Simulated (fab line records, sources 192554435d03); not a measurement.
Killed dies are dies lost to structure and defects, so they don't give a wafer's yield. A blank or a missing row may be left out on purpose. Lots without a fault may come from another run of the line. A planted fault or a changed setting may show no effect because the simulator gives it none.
A struck lot beside a sound one | flow n5_finfet | 15 steps out of a route of 1938
Sound: wafers L823.2, L823.5, L823.6. Struck: wafers L820.1, L820.4, L820.6. The cause comes at the end.
At each step with rows: each side's tool, then ch and its chambers, then its first start. Under that, the readings that differ: sound wafers | struck wafers | difference of the means | sigmas: that difference in standard deviations of wafers without a fault.
alike: readings whose means differ by less than 2 such deviations, and words and numbers that are the same on both sides. not compared: withheld readings, readings that some wafer has no value for, bounds like >300 that may hide the same value, and numbers for which the record gives no deviation and whose values overlap.
The two part at a step that has a row with sigmas, a row that says differs or no value, or rows on one side only. Numbers that don't overlap but have no deviation are shown without sigmas and don't part them. A reading that every wafer of one side lacks parts them only if that side has two wafers or more.

first, 2 steps without rows for these wafers: N5_DUMMY_GATE_PRECLEAN_00 (cleans in O3/DIW, time 60 s); N5_DUMMY_GATE_SRD_01 (time 30 s).
N5_DUMMY_GATE_ALD_02: deposits SiO2, target thk 2 nm, pulse time 1 s.
  sound on ald_sin-01 ch 0,1,3, day 6 21:20; struck on ald_sin-03 ch 0,3, day 6 02:04
  alike: chamber_pressure_Torr, heater_power_w, precursor_pulse_height_rel
then, 3 steps without rows for these wafers: N5_DUMMY_GATE_CVD_03 (deposits a-Si from SiH4, target thk 150 nm, time 8042 s); N5_DUMMY_GATE_PRECLEAN_46 (cleans in DIW, time 89.5 s); N5_DUMMY_GATE_SRD_47 (dry time 32 s).
N5_DUMMY_GATE_CMP_04: polishes a-Si.
  sound on cmp-02 ch 1,2, day 7 01:13; struck on cmp-04 ch 0,2, day 6 09:02
  alike: motor_current_A, slurry_flow_ml_min, time_to_endpoint_s
N5_DUMMY_GATE_THK_MEAS_05:
  sound on film_metro-01, day 7 01:26; struck on film_metro-01, day 6 09:14
  alike: thk_nm
then, 4 steps without rows for these wafers: N5_DUMMY_GATE_HM_DEP_06 (deposits SiNx from DCS/NH3, target thk 80 nm, time 5141 s); N5_DUMMY_GATE_PECVD_30 (deposits SiO2 from TEOS/O2, target thk 55 nm, time 10.8 s); N5_DUMMY_GATE_COAT_34 (time 60 s, resist thk 60 nm); N5_DUMMY_GATE_COAT_35 (time 60 s, resist thk 10 nm).
N5_DUMMY_GATE_COAT_28: time 60 s, resist thk 10 nm.
  sound on litho_track-05 ch 0, day 7 07:26; struck on litho_track-02 ch 0, day 6 13:16
  reading                  | sound                | struck               | difference | sigmas
  heater_power_total_W (W) | 393.7 390.0 392.5    | 401.3 401.4 401.4    | +9.3       | +7
  plate_temp_C (C)         | 205.01 204.71 204.84 | 209.25 209.15 209.39 | +4.41      | +28
then, 1 step without rows for these wafers: N5_DUMMY_GATE_COAT_09 (resist thk 30 nm).
-- the record jumps here: 9 days lie between the struck wafers' starts before and after (it left off in module DUMMY_GATE and takes up again in module PASSIVATION, whose first step shown is number 1936 of the route) --
N5_PASSIVATION_PROBE_49:
  sound on prober-02, day 16 16:45; struck on prober-02, day 15 11:18
  reading             | sound    | struck   | difference | sigmas
  killed_at_front_end | 60 43 69 | 25 26 43 | -26        | -2
  alike: defect_limited_yield, killed_at_M0_to_M3, killed_at_M4_up, killed_at_contacts, killed_at_other, killed_dies, killed_open, killed_short, sort_bin_5_function, sort_bin_6_memory, sort_n_pass, sort_yield_pct

WHERE THEY PART
First at N5_DUMMY_GATE_COAT_28; last, within this record, at N5_PASSIVATION_PROBE_49.

WHY: what the simulator had put in
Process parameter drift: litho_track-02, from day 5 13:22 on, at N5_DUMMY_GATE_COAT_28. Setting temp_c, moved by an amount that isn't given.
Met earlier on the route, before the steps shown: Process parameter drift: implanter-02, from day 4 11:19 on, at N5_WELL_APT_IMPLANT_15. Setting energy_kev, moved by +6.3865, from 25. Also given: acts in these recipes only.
